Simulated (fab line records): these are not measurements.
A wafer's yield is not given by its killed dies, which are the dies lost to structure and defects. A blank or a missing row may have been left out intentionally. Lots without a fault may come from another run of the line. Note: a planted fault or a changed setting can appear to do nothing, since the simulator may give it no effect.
Matching of chambers    flow nandHarc    NHARC_A_STAIRCASE_CMP_450 on cmp-01 has 4 sister chambers
The step polishes SiO2, target thk 200 nm. 4 wafers are shown with their chamber, then 9 later ones without.

== WAFERS PAIRED WITH THEIR CHAMBERS ==
wafer   chamber  motorCurrentA (A)
L085.6  0        11.4
L089.2  3        12.7
L089.4  2        11.3
L089.6  1        11.5

== WAFERS WITHOUT THEIR CHAMBER ==
wafer   motorCurrentA (A)
L092.1  11.3
L092.3  11.0
L092.6  11.6
L095.1  12.1
L095.3  11.7
L095.6  13.1
L097.1  13.7
L097.3  11.6
L097.5  11.3

== WHICH CHAMBER EACH ONE RAN IN ==
wafer   from the rows above                in truth
L092.1  can't be placed: 2 or 0 or 1       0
L092.3  can't be placed: 2 or 0 or 1       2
L092.6  can't be placed: 1 or 0 or 2       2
L095.1  can't be placed: 1 or 3 or 0 or 2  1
L095.3  can't be placed: 1 or 0 or 2 or 3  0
L095.6  3                                  3
L097.1  3                                  3
L097.3  can't be placed: 1 or 0 or 2       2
L097.5  can't be placed: 2 or 0 or 1       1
2 of 9 placed correctly. Cannot be placed on the basis of these rows: 7; the candidates contain the true chamber in 7. Number placed wrongly: 0.
How it was worked out, from the rows above alone: a wafer's distance from a chamber is the root of the sum, over the readings, of the square of ((its reading less the chamber's mean) divided by the reading's scatter). The wafer belongs to the nearest chamber; if the next one is less than 2 further off, it can't be placed. For every chamber, the mean is computed from those of its wafers that are shown. The scatter: root of mean squared gap, hidden wafer to nearest shown wafer, with one shown wafer a chamber.
